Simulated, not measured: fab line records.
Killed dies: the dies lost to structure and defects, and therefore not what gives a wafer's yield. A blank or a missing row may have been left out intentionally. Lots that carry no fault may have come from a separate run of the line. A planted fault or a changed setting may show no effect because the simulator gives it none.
fab line records | flow nand_harc
record: lots: 24 wafers: 72 last_day: 33
route steps=1302 shown P_CONTACT@248 P_M0@277 P_M1@296 P_M2@350 P_BONDPAD@367
lots that met no fault: taken from a fault-free run of the same line
start_h: hours from the record's first day to the start of the lot's first wafer shown | wait_h: hours since the lot's step before | " repeats the value in the row above | L1.1+2: a single row standing in for several wafers | - no value present, or no start provided | * or withheld: withheld | < > ~ a bound
route shown NAME@n: a module of which the file shows steps, and the number in the route of the first | usual: average and standard deviation across the fault-free wafers | same: alike in all rows | chamber/n: place in a boat | sites: the reading at each site | _std_site: their standard deviation | _edge_site: inner sites' mean taken away from outer sites' mean | radius_mm: for every site, how far away it sits from the centre of the wafer | mask NAME#n: copy n | behind: the last tool/chamber to shape the wafer | hold: why the lot was held/for how many hours/how that ended | device: transistor that didn't switch, given as n, p or np | end of line: at the end of the route, the tests of the same wafers | a step given without rows: its recipe and nothing more | killed: not the wafer's yield, but the dies lost to structure and defects at the first sort | map: the dies of a wafer, with x for killed, . for not killed, _ for no die there
set.NAME: the setting that was run; set.NAME@STEP: the one run at that earlier step | model.NAME: the simulator's own value behind a step, which no gauge read
one table for each step of the route and one row for each wafer, over a sample of lots
services: the hour from which a tool's chamber was out of use, counted from the record's first day as start_h (under 0 if before that day), plus the number of hours and why
== steps ==
step: NHARC_P_CONTACT_CVD_23
recipe: target_thk_a: 2000 temp_c: 300 pressure_torr: 40 wf6_flow_sccm: 40 h2_flow_sccm: 1600 ar_flow_sccm: 1560 time_s: 557 material: W
usual: heater_power_w: 460/18 throttle_valve_pct: 7.9/0.43
columns lot.wafer tool chamber start_h wait_h heater_power_w throttle_valve_pct
L074.2 cvd_w-01 0 - - 470 8.4
L074.1 " 1 " " 461 7.8
L074.5 " 0 " " 469 8.0
L075.1 cvd_w-02 1 - - 432 8.2
L075.2 " 0 " " 476 7.0
L075.5 " 0 " " 477 7.3
L076.1 cvd_w-01 0 - - 465 8.4
L076.3 " 0 " " 465 8.2
L076.6 " 0 " " 476 8.4
L077.2 cvd_w-02 1 - - 436 8.1
L077.1 " 0 " " 458 7.5
L077.5 " 0 " " 468 7.4
L078.4 cvd_w-01 0 - - 455 8.5
L078.6 " 0 " " 466 8.3
L078.5 " 1 " " 466 7.9
L079.4 cvd_w-01 0 - - 466 8.4
L079.3 " 1 " " 471 7.8
L079.6 " 0 " " 460 8.3
L080.2 cvd_w-02 1 - - 431 7.8
L080.4 " 0 " " 482 7.2
L080.5 " 0 " " 474 7.4
L081.2 cvd_w-02 1 - - 432 8.2
L081.4 " 1 " " 441 7.9
L081.5 " 0 " " 462 7.2
L082.2 cvd_w-01 0 - - 437 8.5
L082.4 " 1 " " 481 7.7
L082.6 " 0 " " 442 8.2
L083.2 cvd_w-01 0 - - 447 8.2
L083.3 " 0 " " 440 8.1
L083.5 " 1 " " 489 7.5
L084.2 cvd_w-02 0 - - 475 7.2
L084.1 " 1 " " 437 8.0
L084.3 " 1 " " 437 8.1
L085.1 cvd_w-01 1 - - 500 7.8
L085.3 " 0 " " 447 8.2
L085.6 " 1 " " 471 7.5
L086.2 cvd_w-01 0 - - 445 8.4
L086.4 " 1 " " 480 7.6
L086.6 " 1 " " 470 7.7
L087.2 cvd_w-02 1 - - 434 8.3
L087.1 " 0 " " 478 7.4
L087.6 " 0 " " 468 7.3
L089.2 cvd_w-01 0 - - 453 8.4
L089.4 " 1 " " 486 7.8
L089.5 " 0 " " 440 8.4
L088.3 cvd_w-01 0 - - 451 8.2
L088.6 " 1 " " 485 7.6
L088.5 " 0 " " 442 8.2
L090.1 cvd_w-02 1 - - 436 8.2
L090.2 " 0 " " 450 7.3
L090.3 " 1 " " 442 8.6
L091.2 cvd_w-01 1 - - 500 7.6
L091.3 " 1 " " 491 7.8
L091.6 " 0 " " 451 8.3
L092.1 cvd_w-02 1 - - 438 7.9
L092.3 " 1 " " 434 8.0
L092.5 " 0 " " 456 7.3
L093.3 cvd_w-01 1 - - 491 8.0
L093.5 " 1 " " 485 7.6
L093.6 " 0 " " 455 8.3
L094.1 cvd_w-02 1 - - 434 8.0
L094.4 " 0 " " 446 7.2
L094.5 " 0 " " 450 7.2
L095.1 cvd_w-01 0 - - 455 8.4
L095.4 " 1 " " 477 7.7
L095.5 " 0 " " 443 8.5
L096.4 cvd_w-01 1 341.84 - 480 7.4
L096.6 " 1 " " 475 7.6
L096.5 " 0 " " 448 8.4
L097.1 cvd_w-01 1 - - 475 7.6
L097.4 " 0 " " 444 8.2
L097.3 " 1 " " 486 7.9
step: NHARC_P_M0_ANNEAL_30
recipe: temp_c: 225 time_s: 90
usual: anneal_temp_c_max: 226.11/0.28 wafer_temp_C_max: 226.3/0.52
columns lot.wafer tool chamber start_h wait_h anneal_temp_c_max wafer_temp_C_max
L074.1 rtp_anneal-02 0 127.71 0.3 226.42 225.8
L074.2 " 0 " " 226.10 226.1
L074.5 " 0 " " 225.90 225.9
L075.1 rtp_anneal-02 0 130.95 0.3 226.25 226.0
L075.2 " 0 " " 225.98 226.0
L075.5 " 0 " " 226.01 226.1
L076.1 rtp_anneal-02 0 141.30 0.3 225.82 225.6
L076.3 " 0 " " 225.86 225.8
L076.6 " 0 " " 225.95 226.0
L077.1 rtp_anneal-02 0 153.91 - 225.97 226.2
L077.2 " 0 " " 225.99 225.9
L077.5 " 0 " " 226.04 226.5
L078.4 rtp_anneal-02 0 165.95 - 226.24 226.1
L078.5 " 0 " " 226.19 225.6
L078.6 " 0 " " 226.24 225.5
L079.3 rtp_anneal-01 0 171.22 0.3 226.31 227.4
L079.4 " 0 " " 226.82 227.6
L079.6 " 0 " " 226.07 226.9
L080.2 rtp_anneal-01 0 188.26 - 226.43 226.9
L080.4 " 0 " " 225.87 227.1
L080.5 " 0 " " 226.67 226.8
L081.2 rtp_anneal-02 0 198.27 0.3 225.64 226.3
L081.4 " 0 " " 225.89 225.8
L081.5 " 0 " " 225.94 226.0
L082.2 rtp_anneal-01 0 203.01 - 226.42 226.8
L082.4 " 0 " " 226.16 226.8
L082.6 " 0 " " 226.02 227.4
L083.2 rtp_anneal-01 0 221.91 - 226.14 227.0
L083.3 " 0 " " 226.26 227.3
L083.5 " 0 " " 226.66 227.0
L084.1 rtp_anneal-02 0 226.19 0.4 225.81 226.1
L084.2 " 0 " " 225.62 226.2
L084.3 " 0 " " 225.89 226.1
L085.1 rtp_anneal-02 0 229.62 - 225.74 226.2
L085.3 " 0 " " 225.79 226.0
L085.6 " 0 " " 225.94 225.8
L086.2 rtp_anneal-02 0 241.02 - 225.93 225.9
L086.4 " 0 " " 225.82 226.1
L086.6 " 0 " " 225.46 226.1
L087.1 rtp_anneal-01 0 252.48 0.3 225.84 226.8
L087.2 " 0 " " 226.31 227.4
L087.6 " 0 " " 226.30 226.4
L089.2 rtp_anneal-02 0 271.11 - 226.57 226.3
L089.4 " 0 " " 226.16 225.9
L089.5 " 0 " " 226.21 225.7
L088.3 rtp_anneal-02 0 273.65 - 225.92 226.3
L088.5 " 0 " " 226.19 225.9
L088.6 " 0 " " 225.86 226.4
L090.1 rtp_anneal-01 0 291.00 - 226.90 226.4
L090.2 " 0 " " 226.50 226.7
L090.3 " 0 " " 226.10 226.5
L091.2 rtp_anneal-02 0 293.30 0.4 226.08 225.6
L091.3 " 0 " " 226.15 225.9
L091.6 " 0 " " 225.86 225.7
L092.1 rtp_anneal-01 0 303.32 0.4 226.25 227.2
L092.3 " 0 " " 226.50 226.8
L092.5 " 0 " " 226.43 226.9
L093.3 rtp_anneal-01 0 312.92 - 226.01 227.2
L093.5 " 0 " " 226.03 226.8
L093.6 " 0 " " 226.14 227.0
L094.1 rtp_anneal-02 0 328.29 0.3 226.28 226.1
L094.4 " 0 " " 225.96 226.1
L094.5 " 0 " " 225.86 226.0
L095.1 rtp_anneal-02 0 332.04 0.3 225.88 225.8
L095.4 " 0 " " 226.18 225.5
L095.5 " 0 " " 225.95 225.9
L096.4 rtp_anneal-02 0 345.63 - 225.98 226.3
L096.5 " 0 " " 225.57 226.3
L096.6 " 0 " " 225.94 225.8
L097.1 rtp_anneal-01 0 354.92 0.3 226.24 226.6
L097.3 " 0 " " 226.35 227.3
L097.4 " 0 " " 226.33 226.4
step: NHARC_P_M1_OVL_MEAS_10
recipe: pitch_nm: 260
usual: overlay_x_nm: 0.1/0.78 overlay_y_nm: 0.0/0.69
columns lot.wafer tool chamber start_h wait_h overlay_x_nm overlay_y_nm
L074.1 overlay-01 - 130.00 - 0.2 1.0
L074.2 " - " " 0.4 0.9
L074.5 " - " " 0.6 0.8
L075.1 overlay-01 - 133.14 - 0.6 0.0
L075.2 " - " " 1.1 -0.1
L075.5 " - " " 1.1 -0.2
L076.1 overlay-02 - 143.76 - -0.4 0.6
L076.3 " - " " 0.6 0.0
L076.6 " - " " 0.1 0.6
L077.1 overlay-01 - 156.21 - -0.6 0.5
L077.2 " - " " -0.4 1.1
L077.5 " - " " -0.4 1.5
L078.4 overlay-01 - 168.11 - 0.4 -0.4
L078.5 " - " " 0.1 0.5
L078.6 " - " " 0.3 0.7
L079.3 overlay-02 - 173.42 - 0.4 0.9
L079.4 " - " " 0.4 1.1
L079.6 " - " " 0.3 1.2
L080.2 overlay-01 - 190.76 - 0.3 -0.8
L080.4 " - " " -0.3 -0.6
L080.5 " - " " 0.1 -0.3
L081.2 overlay-01 - 200.52 - 1.2 0.8
L081.4 " - " " 1.0 0.7
L081.5 " - " " 1.7 -0.3
L082.2 overlay-02 - 205.17 - 0.4 -0.7
L082.4 " - " " 0.6 -0.7
L082.6 " - " " 0.8 -0.7
L083.2 overlay-01 - 224.02 - 1.4 -0.7
L083.3 " - " " 0.9 -1.0
L083.5 " - " " 1.0 -1.1
L084.1 overlay-01 - 228.34 - 0.5 0.0
L084.2 " - " " -0.1 -1.0
L084.3 " - " " 0.1 0.3
L085.1 overlay-01 - 231.93 - 0.0 -0.4
L085.3 " - " " 0.2 0.1
L085.6 " - " " -0.5 -0.5
L086.2 overlay-02 - 243.29 - 1.7 1.4
L086.4 " - " " 1.7 1.0
L086.6 " - " " 1.7 1.4
L087.1 overlay-01 - 254.78 - -0.1 0.8
L087.2 " - " " 0.1 0.4
L087.6 " - " " -0.2 0.7
L089.2 overlay-01 - 273.49 - 0.4 -0.6
L089.4 " - " " 0.2 -1.0
L089.5 " - " " 1.3 -0.3
L088.3 overlay-02 - 275.84 - 0.4 -0.9
L088.5 " - " " 0.3 -0.4
L088.6 " - " " 0.7 -0.3
L090.1 overlay-01 - 293.29 - -0.5 -0.4
L090.2 " - " " -0.3 -0.3
L090.3 " - " " -0.3 -0.2
L091.2 overlay-01 - 295.57 - -0.8 -0.1
L091.3 " - " " -0.4 0.1
L091.6 " - " " -0.4 -0.7
L092.1 overlay-01 - 305.59 - -0.4 0.5
L092.3 " - " " 0.0 0.4
L092.5 " - " " -0.7 0.1
L093.3 overlay-01 - 315.12 - 0.6 -1.1
L093.5 " - " " 0.3 -1.2
L093.6 " - " " 0.2 -0.7
L094.1 overlay-02 - 330.53 - -2.0 -0.2
L094.4 " - " " -2.0 -0.8
L094.5 " - " " -2.0 -0.6
L095.1 overlay-02 - 334.22 - -1.0 -0.2
L095.4 " - " " -0.7 -0.8
L095.5 " - " " -0.6 -1.0
L096.4 overlay-02 - 347.66 - -1.1 0.2
L096.5 " - " " -0.4 0.4
L096.6 " - " " -0.7 0.3
L097.1 overlay-01 - 357.41 - -0.5 0.4
L097.3 " - " " -0.2 -0.3
L097.4 " - " " -0.2 0.4
step: NHARC_P_M1_PVD_21
recipe: target_thk_a: 300 chamber_pressure_pa: 5 power_w: 5000 substrate_temp_c: 30 time_s: 20.49 material: Cu
usual: throttle_valve_pct: 30.5/0.85
columns lot.wafer tool chamber start_h wait_h throttle_valve_pct
L074.2 pvd_sputter-02 - - - 31.8
L074.1 " - " " 30.2
L074.5 " - " " 31.4
L075.1 pvd_sputter-02 - - - 31.9
L075.2 " - " " 31.6
L075.5 " - " " 31.7
L076.1 pvd_sputter-01 - - - 30.7
L076.3 " - " " 31.4
L076.6 " - " " 31.2
L077.2 pvd_sputter-02 - - - 31.4
L077.1 " - " " 31.4
L077.5 " - " " 31.4
L078.4 pvd_sputter-01 - - - 31.2
L078.5 " - " " 30.8
L078.6 " - " " 29.7
L079.3 pvd_sputter-02 - - - 31.4
L079.4 " - " " 29.9
L079.6 " - " " 31.5
L080.4 pvd_sputter-03 - - - 30.4
L080.2 " - " " 30.1
L080.5 " - " " 30.4
L081.2 pvd_sputter-02 - - - 31.5
L081.4 " - " " 30.1
L081.5 " - " " 31.3
L082.4 pvd_sputter-03 - - - 29.8
L082.2 " - " " 30.3
L082.6 " - " " 30.6
L083.2 pvd_sputter-03 - - - 29.9
L083.3 " - " " 30.5
L083.5 " - " " 30.3
L084.1 pvd_sputter-03 - - - 28.5
L084.2 " - " " 29.7
L084.3 " - " " 30.2
L085.3 pvd_sputter-02 - - - 31.5
L085.1 " - " " 31.2
L085.6 " - " " 30.1
L086.2 pvd_sputter-01 - - - 30.4
L086.4 " - " " 30.8
L086.6 " - " " 30.4
L087.2 pvd_sputter-03 - - - 30.2
L087.1 " - " " 30.5
L087.6 " - " " 28.8
L089.4 pvd_sputter-03 - - - 30.1
L089.2 " - " " 30.5
L089.5 " - " " 28.4
L088.3 pvd_sputter-01 - - - 30.9
L088.6 " - " " 30.7
L088.5 " - " " 30.9
L090.1 pvd_sputter-03 - - - 28.6
L090.2 " - " " 30.1
L090.3 " - " " 29.7
L091.2 pvd_sputter-01 - - - 30.5
L091.3 " - " " 30.7
L091.6 " - " " 30.4
L092.3 pvd_sputter-02 - - - 31.7
L092.1 " - " " 30.0
L092.5 " - " " 31.0
L093.3 pvd_sputter-03 - - - 30.4
L093.5 " - " " 30.4
L093.6 " - " " 28.6
L094.1 pvd_sputter-03 - - - 30.2
L094.4 " - " " 30.2
L094.5 " - " " 30.4
L095.1 pvd_sputter-01 - - - 30.6
L095.4 " - " " 31.0
L095.5 " - " " 30.8
L096.4 pvd_sputter-01 - - - 30.6
L096.6 " - " " 30.9
L096.5 " - " " 30.4
L097.1 pvd_sputter-02 - - - 30.6
L097.3 " - " " 30.0
L097.4 " - " " 31.0
step: NHARC_P_M2_DEP_33
recipe: target_thk_a: 300 temp_c: 370 target_thk_nm: 30 pressure_torr: 3 flow_sccm: 200 rf_w: 450 material: SiCN
usual: heater_power_w: 589/59 rf_fwd_power_W: 448.9/1.2
columns lot.wafer tool chamber start_h wait_h heater_power_w rf_fwd_power_W
L074.1 pecvd-04 0 136.99 0.1 638 450.6
L074.2 " 1 " " 612 449.6
L074.5 " 2 " " 637 449.1
L075.1 pecvd-03 1 140.15 0.1 560 447.9
L075.2 " 2 " " 596 448.4
L075.5 " 0 " " 632 451.0
L076.3 pecvd-01 1 151.96 0.1 558 450.8
L076.1 " 2 " " 551 449.6
L076.6 " 1 " " 555 447.4
L077.1 pecvd-03 1 163.38 0.1 618 449.4
L077.2 " 2 " " 640 448.1
L077.5 " 0 " " 595 448.7
L078.6 pecvd-01 2 175.24 0.2 574 449.8
L078.5 " 0 " " 488 449.9
L078.4 " 1 " " 573 450.0
L079.3 pecvd-03 0 180.33 0.1 607 449.6
L079.4 " 2 " " 659 448.7
L079.6 " 0 " " 626 450.7
L080.2 pecvd-01 2 197.83 0.1 543 448.9
L080.4 " 2 " " 547 448.0
L080.5 " 0 " " 527 448.6
L081.2 pecvd-04 0 209.09 0.1 599 446.7
L081.4 " 2 " " 589 450.5
L081.5 " 1 " " 570 448.5
L082.2 pecvd-03 1 213.68 0.1 557 448.0
L082.6 " 0 " " 544 448.5
L082.4 " 1 " " 556 448.1
L083.2 pecvd-04 2 230.96 0.1 653 450.0
L083.3 " 0 " " 543 449.6
L083.5 " 0 " " 545 448.1
L084.2 pecvd-01 0 235.17 0.1 453 448.2
L084.3 " 1 " " 486 447.6
L084.1 " 2 " " 479 451.8
L085.1 pecvd-04 2 238.97 0.1 569 447.7
L085.3 " 1 " " 687 448.1
L085.6 " 0 " " 573 449.5
L086.2 pecvd-03 2 250.50 0.1 664 448.7
L086.6 " 2 " " 653 448.3
L086.4 " 0 " " 585 449.7
L087.1 pecvd-01 0 261.77 0.1 461 447.4
L087.2 " 2 " " 563 448.3
L087.6 " 2 " " 559 450.3
L089.2 pecvd-03 1 280.49 0.1 654 446.3
L089.4 " 1 " " 663 448.4
L089.5 " 2 " " 620 448.8
L088.3 pecvd-04 2 282.94 0.1 635 447.6
L088.5 " 0 " " 678 450.5
L088.6 " 2 " " 622 446.9
L090.2 pecvd-04 2 300.28 0.1 633 449.4
L090.3 " 0 " " 658 449.1
L090.1 " 1 " " 561 448.2
L091.3 pecvd-03 2 302.60 0.1 673 449.3
L091.2 " 1 " " 628 449.5
L091.6 " 2 " " 669 450.7
L092.1 pecvd-04 0 312.65 0.1 695 449.3
L092.3 " 2 " " 620 449.5
L092.5 " 1 " " 566 446.2
L093.3 pecvd-03 0 322.34 0.1 628 448.2
L093.5 " 2 " " 639 447.7
L093.6 " 1 " " 651 447.5
L094.1 pecvd-04 0 337.50 0.1 600 449.1
L094.5 " 2 " " 634 449.4
L094.4 " 0 " " 604 449.1
L095.1 pecvd-01 1 341.22 0.1 571 449.7
L095.4 " 2 " " 561 448.4
L095.5 " 0 " " 499 450.0
L096.5 pecvd-01 0 354.65 0.2 488 448.8
L096.6 " 1 " " 445 448.1
L096.4 " 2 " " 508 446.6
L097.3 pecvd-04 0 365.06 0.1 646 450.3
L097.1 " 1 " " 645 450.5
L097.4 " 0 " " 626 452.5
step: NHARC_P_BONDPAD_DESCUM_11
recipe: time_s: 3 o2_flow_sccm: 200 ar_flow_sccm: 0 bias_power_w: 0 chemistry: O2
usual: chamber_pressure_mTorr: 60.00/0.056 drypump_motor_current_A: 5.9/0.39 oes_product_au: 1.000/0.015 rf_vpp_V: 57.7/0.93 showerhead_plenum_p_Torr: 1.90/0.078 throttle_valve_pct: 11.311/0.009
columns lot.wafer tool chamber start_h wait_h chamber_pressure_mTorr drypump_motor_current_A oes_product_au rf_hours_counter_h rf_vpp_V showerhead_plenum_p_Torr throttle_valve_pct
L074.1 rie_diel-11 1 138.78 - 60.00 6.2 0.999 2.5 57.0 1.85 11.318
L074.2 " 0 " " 60.03 6.7 1.036 2.8 57.8 1.98 11.332
L074.5 " 1 " " 60.00 6.1 1.005 - 57.1 1.85 11.309
L075.2 rie_diel-02 3 141.95 - 59.90 5.7 1.014 3.3 58.6 1.96 11.300
L075.1 " 1 " " 59.97 5.8 1.007 3.0 55.5 1.82 11.329
L075.5 " 3 " " 60.01 5.7 1.011 - 58.0 1.96 11.321
L076.3 rie_diel-12 2 153.82 - 60.05 5.6 0.976 2.7 56.4 1.89 11.306
L076.1 " 3 " " 59.97 5.1 0.992 3.4 58.2 1.98 11.313
L076.6 " 2 " " 59.91 5.6 0.973 - 59.1 1.90 11.330
L077.1 rie_diel-11 3 165.21 - 60.11 5.1 0.984 3.3 59.1 2.04 11.325
L077.2 " 0 " " 59.90 6.7 1.028 3.2 58.4 1.98 11.313
L077.5 " 2 " " 59.96 6.0 1.025 - 57.8 2.06 11.315
L078.4 rie_diel-02 2 176.99 - 60.05 6.3 0.998 3.7 56.5 1.81 11.318
L078.5 " 3 " " 59.97 5.7 1.002 - 57.6 1.96 11.316
L078.6 " 0 " " 59.99 6.0 0.976 - 55.6 1.89 11.303
L079.4 rie_diel-12 2 182.13 - 59.92 5.6 0.984 3.8 56.8 1.90 11.315
L079.3 " 3 " " 59.91 5.1 1.002 5.1 58.3 1.98 11.306
L079.6 " 1 " " 59.94 5.8 1.005 - 57.9 1.86 11.328
L080.4 rie_diel-02 0 199.52 - 60.07 6.0 0.973 4.8 57.7 1.89 11.316
L080.2 " 2 " " 60.04 6.3 1.012 4.4 58.8 1.81 11.302
L080.5 " 1 " " 59.94 5.7 1.003 - 56.2 1.82 11.309
L081.2 rie_diel-02 2 210.79 - 60.00 6.3 1.017 4.6 59.2 1.81 11.291
L081.4 " 3 " " 60.04 5.7 1.019 5.0 57.7 1.96 11.328
L081.5 " 1 " " 59.94 5.7 1.003 - 58.7 1.82 11.289
L082.2 rie_diel-11 3 215.34 - 60.07 5.1 0.980 5.6 57.7 2.04 11.317
L082.4 " 1 " " 59.94 6.1 1.001 - 58.3 1.85 11.316
L082.6 " 3 " " 60.00 5.1 0.993 - 57.3 2.04 11.305
L083.3 rie_diel-02 0 232.81 - 60.06 6.0 0.992 0.0 57.7 1.89 11.312
L083.2 " 2 " " 60.09 6.4 1.007 0.0 57.2 1.81 11.311
L083.5 " 0 " " 60.00 6.0 1.000 - 58.1 1.89 11.314
L084.3 rie_diel-11 1 236.89 - 60.02 6.1 0.992 7.8 58.1 1.85 11.315
L084.2 " 2 " " 60.04 6.0 1.011 5.1 59.1 2.06 11.313
L084.1 " 3 " " 60.07 5.1 0.981 7.2 59.7 2.04 11.303
L085.3 rie_diel-02 1 240.70 - 60.02 5.7 1.001 0.6 57.4 1.82 11.295
L085.1 " 3 " " 60.03 5.7 0.995 0.6 58.7 1.96 11.311
L085.6 " 1 " " 59.97 5.7 0.996 - 56.9 1.82 11.305
L086.2 rie_diel-12 0 252.20 - 60.05 5.9 0.999 8.5 58.9 1.86 11.302
L086.4 " 3 " " 59.90 5.1 0.992 8.0 58.9 1.98 11.292
L086.6 " 0 " " 59.94 6.0 1.003 - 57.5 1.86 11.320
L087.2 rie_diel-02 0 263.50 - 60.01 6.0 0.991 0.8 58.4 1.89 11.317
L087.1 " 2 " " 59.97 6.3 1.016 1.2 57.8 1.81 11.309
L087.6 " 3 " " 59.99 5.7 0.988 - 58.2 1.96 11.319
L089.4 rie_diel-02 1 282.17 - 59.90 5.8 0.989 1.2 58.8 1.82 11.305
L089.2 " 0 " " 60.05 6.0 0.997 1.1 58.1 1.89 11.311
L089.5 " 1 " " 60.00 5.8 0.990 - 56.3 1.82 11.321
L088.3 rie_diel-02 1 284.72 - 60.08 5.7 1.005 1.4 56.9 1.82 11.304
L088.6 " 3 " " 59.98 5.7 1.016 - 58.1 1.96 11.325
L088.5 " 0 " " 60.07 6.0 0.998 - 57.0 1.89 11.315
L090.2 rie_diel-12 3 302.13 - 60.01 5.1 0.971 1.3 56.8 1.98 11.309
L090.3 " 0 " " 60.06 5.9 0.984 1.3 57.9 1.86 11.316
L090.1 " 1 " " 60.02 5.8 1.007 2.2 57.8 1.86 11.304
L091.3 rie_diel-12 2 304.45 - 60.01 5.5 1.005 2.3 57.6 1.89 11.289
L091.2 " 3 " " 60.02 5.1 0.973 1.4 58.1 1.98 11.319
L091.6 " 2 " " 60.04 5.6 0.996 - 57.4 1.89 11.311
L092.1 rie_diel-12 0 314.50 - 59.93 6.0 0.984 1.9 57.2 1.86 11.310
L092.3 " 1 " " 59.99 5.8 1.023 2.9 56.9 1.86 11.310
L092.5 " 1 " " 60.09 5.8 1.026 - 58.8 1.86 11.302
L093.3 rie_diel-12 2 324.04 - 59.98 5.6 1.011 3.4 57.3 1.89 11.320
L093.6 " 0 " " 60.00 5.9 1.009 - 57.5 1.86 11.305
L093.5 " 1 " " 59.91 5.8 1.033 - 57.8 1.86 11.316
L094.1 rie_diel-02 1 339.15 - 60.00 5.7 0.999 2.7 56.5 1.82 11.324
L094.4 " 3 " " 60.00 5.7 1.003 2.9 57.5 1.96 11.300
L094.5 " 1 " " 60.04 5.7 0.999 - 56.6 1.82 11.319
L095.1 rie_diel-11 2 343.08 - 59.97 6.0 1.004 4.9 58.0 2.06 11.308
L095.4 " 3 " " 59.99 5.2 0.988 4.3 58.1 2.04 11.309
L095.5 " 1 " " 59.91 6.1 0.995 - 56.7 1.84 11.324
L096.4 rie_diel-11 2 356.40 - 60.02 6.0 0.997 5.1 58.3 2.06 11.322
L096.6 " 3 " " 59.93 5.1 0.976 - 59.7 2.04 11.309
L096.5 " 0 " " 60.16 6.7 0.993 - 57.6 1.98 11.327
L097.1 rie_diel-02 2 366.88 - 59.96 6.3 1.011 4.1 58.0 1.81 11.315
L097.3 " 3 " " 59.94 5.7 0.993 4.2 58.7 1.96 11.322
L097.4 " 0 " " 59.92 6.0 1.005 3.8 58.3 1.89 11.301
== services ==
columns tool chamber start_h hours kind
pvd_sputter-02 - 104.00 10.0 pm
pvd_sputter-03 - 106.76 6.8 repair
pvd_sputter-03 - 120.94 6.9 repair
cvd_w-01 0 127.10 3.2 repair
cvd_w-01 1 128.01 12.8 repair
rie_diel-02 0 129.67 8.1 repair
cvd_w-02 1 139.21 9.9 repair
pvd_sputter-02 - 163.89 1.7 repair
pvd_sputter-03 - 170.00 10.0 pm
pecvd-03 - 171.81 2.4 repair
pecvd-03 - 182.29 1.9 repair
cvd_w-01 - 185.00 13.0 pm
pecvd-03 - 185.00 13.0 pm
rie_diel-02 1 195.72 2.0 repair
cvd_w-02 - 212.01 1.5 repair
pecvd-04 2 216.04 6.3 repair
rie_diel-02 - 216.70 9.0 pm
cvd_w-02 - 269.00 13.0 pm
pvd_sputter-03 - 269.39 4.9 repair
pecvd-04 - 269.52 13.0 pm
pvd_sputter-02 - 282.00 10.0 pm
pvd_sputter-03 - 345.06 2.3 repair
pvd_sputter-03 - 348.00 10.0 pm
cvd_w-01 - 366.00 13.0 pm
== key ==
fault none
